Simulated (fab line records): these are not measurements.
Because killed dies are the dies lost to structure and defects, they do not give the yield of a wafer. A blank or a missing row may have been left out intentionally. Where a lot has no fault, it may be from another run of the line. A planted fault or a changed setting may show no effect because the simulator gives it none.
Struck lot and sound lot, side by side / flow nand_harc / 11 out of 1302 route steps
Sound: these wafers, L850.3, L850.4, L850.6. Wafers L851.1, L851.2, L851.6 were the ones struck. The cause is named last.
Per side, at each step with rows, come the tool, then ch with its chambers, and then its first start. Under that, the readings that differ: sound wafers / struck wafers / difference of the means / sigmas: that difference in standard deviations of wafers without a fault.
alike: readings whose means differ by less than 2 such deviations, and words and numbers that are the same on both sides. not compared: withheld readings, readings that some wafer has no value for, bounds like >300 that may hide the same value, and numbers for which the record gives no deviation and whose values overlap.
Wherever a step has rows on one side only, a row that says differs or no value, or a row with sigmas, the two part there. Non-overlapping numbers with no deviation appear without sigmas and do not part them. Lack of a reading on every wafer of one side parts them only where that side has two or more wafers.

first, 3 steps without rows for these wafers: NHARC_A_STAIRCASE_WET_418 (chemistry H3PO4, target depth 20 nm); NHARC_A_STAIRCASE_PRECLEAN_419 (cleans in SC1); NHARC_A_STAIRCASE_SRD_421.
NHARC_A_STAIRCASE_ALD_420: deposits SiO2, target thk 20 nm, pulse time 6 s, ald cycles 200.
  sound on ald_hk-04 ch 0,2,3, day 21 17:03; struck on ald_hk-01 ch 1,2, day 22 01:09
reading=susceptor_temp_C (C); sound=300.18 300.13 300.04; struck=299.81 299.70 299.62; difference=-0.41; sigmas=-2
  alike: heater_power_w, precursor_pulse_height_rel
then, 1 step without rows for these wafers: NHARC_A_STAIRCASE_CVD_552 (deposits SiNx, target thk 40 nm).
NHARC_A_STAIRCASE_DEP_151: deposits SiO2, target thk 7200 nm.
  sound on pecvd-02 ch 1,2, day 22 01:25; struck on pecvd-03 ch 0,2, day 22 07:28
  alike: heater_power_w, susceptor_temp_C
then, 1 step without rows for these wafers: NHARC_A_STAIRCASE_ANNEAL_320 (time 1800 s).
NHARC_A_STAIRCASE_DEP_322: deposits SiO2, target thk 7200 nm.
  sound on pecvd-01 ch 0,1,2, day 22 09:19; struck on pecvd-03 ch 1,2, day 22 15:43
  alike: heater_power_w, susceptor_temp_C
then, 1 step without rows for these wafers: NHARC_A_STAIRCASE_ANNEAL_323 (time 1800 s).
NHARC_A_STAIRCASE_DEP_325: deposits SiO2, target thk 7200 nm.
  sound on pecvd-02 ch 0,1,2, day 22 18:14; struck on pecvd-01 ch 0,1,2, day 22 22:53
  alike: heater_power_w, susceptor_temp_C
NHARC_A_STAIRCASE_ANNEAL_326: time 1800 s.
  struck on furnace-08, day 23 02:50; sound on furnace-08 ch 0, day 22 22:05
  no value came back on the struck wafers for run_length_s (s), spike_tc_bottom_C (C), zone_power_lower_pct (%); on the sound wafers run_length_s (s) reads 1824 1824 1824

== WHERE THEY PART ==
Earliest at NHARC_A_STAIRCASE_ALD_420; latest, in this record, at NHARC_A_STAIRCASE_ANNEAL_326.

WHY: what the simulator had put in
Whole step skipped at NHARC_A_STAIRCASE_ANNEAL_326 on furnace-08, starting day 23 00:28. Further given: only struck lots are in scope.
